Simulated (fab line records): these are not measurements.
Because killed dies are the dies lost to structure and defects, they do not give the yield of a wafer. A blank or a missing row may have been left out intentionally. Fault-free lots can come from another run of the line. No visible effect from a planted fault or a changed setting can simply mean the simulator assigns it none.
One fault through the eyes of 3 desks | flow n5Finfet | every desk sees just its own numbers, and what lay behind them comes last
Where a reading is given only as a bound, like >300, the bound stands for it, and a mean or a difference that rests on one is marked > or <: the true number lies beyond.

## TOOL OWNER'S DESK, aldMetal-01
The tool's own readings at N5_HKMG_FIN_ALD_36 (deposits TiN, target thk 1 nm, pulse time 1 s, purge time 3 s): means of the sampled wafers that have a number, for each lot that ran on this tool. Any lot whose mean is over 4 standard deviations away from the usual mean is out of limits and marked OUT; that distance is given in the brackets.
Columns: A = heaterPowerW at N5_HKMG_FIN_ALD_36, usual 956 W; B = precursorPulseHeightRel at N5_HKMG_FIN_ALD_36, usual 1.002
lot  | first seen here | A   | B
L469 | day 4 14:53     | 884 | 1.011
L480 | day 7 11:41     | 998 | 1.002
This desk's verdict: no lot among the 2 shows anything out of limits.

## THE DEFECT DESK
Lot by lot, what the route's inspections counted, given as the mean of those sampled wafers with a number. Any lot whose mean is over 4 standard deviations away from the usual mean is out of limits and marked OUT; that distance is given in the brackets.
Columns: A = rawDefectCount at N5_HKMG_FIN_INSPECT_14, usual 1.9
lot  | first seen here | A
L469 | day 4 16:05     | 1.0
L472 | day 5 12:02     | 1.3
L479 | day 7 08:09     | 1.7
L480 | day 7 12:54     | >102 (>+67) OUT
L489 | day 9 17:28     | 1.7
This desk's finding: out of limits on L480; first on L480, day 7 12:54 (rawDefectCount at N5_HKMG_FIN_INSPECT_14). In limits: L469, L472, L479, L489.

## FROM THE METROLOGY DESK
What the gauges read, lot by lot, whatever tool the lot ran on: means of the sampled wafers that have a number. Any lot whose mean is over 4 standard deviations away from the usual mean is out of limits and marked OUT; that distance is given in the brackets. 7 of its 13 readings are shown, namely those furthest out on some lot.
Columns: A = DIBL_N at N5_BEOL_M4_RC_MEAS_101, usual 36.8 mV/V; B = IOFF_P at N5_BEOL_M4_RC_MEAS_101, usual 0.23 nA/um; C = ION_N at N5_BEOL_M4_RC_MEAS_101, usual 682 uA/um; D = ION_P at N5_BEOL_M4_RC_MEAS_101, usual 467 uA/um; E = SS_P at N5_BEOL_M4_RC_MEAS_101, usual 73.5 mV/dec; F = VT_N at N5_BEOL_M4_RC_MEAS_101, usual 248 mV; G = VT_P at N5_BEOL_M4_RC_MEAS_101, usual -249 mV
lot  | first seen here | A    | B    | C   | D   | E    | F   | G
L469 | day 4 15:10     | 34.5 | 0.17 | 663 | 452 | 72.6 | 253 | -256
L472 | day 5 11:06     | 39.9 | 0.27 | 686 | 469 | 74.0 | 246 | -246
L479 | day 7 07:13     | 36.3 | 0.19 | 689 | 462 | 74.1 | 249 | -256
L480 | day 7 11:58     | 39.1 | 0.26 | 692 | 471 | 73.4 | 246 | -246
L489 | day 9 16:32     | 34.5 | 0.18 | 679 | 465 | 73.2 | 251 | -253
This desk's verdict: no lot among the 5 shows anything out of limits.

## PUT TOGETHER
The defect desk could have raised an alarm at day 7 12:54, on L480.
The tool owner's desk saw nothing out of limits.
From the metrology desk's view, nothing was out of limits.
Tool owner's desk: L480 on record, inside its limits.
The metrology desk holds a record of L480, inside its limits.
All the named lots went through N5_HKMG_FIN_ALD_36 on aldMetal-01.

## WHAT HAD BEEN PUT IN BY THE SIMULATOR
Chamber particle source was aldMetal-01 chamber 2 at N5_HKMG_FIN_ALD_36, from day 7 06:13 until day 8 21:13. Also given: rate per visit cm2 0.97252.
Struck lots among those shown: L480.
Hours from the fault's start to each desk's first reading out of limits: the defect desk, 7.
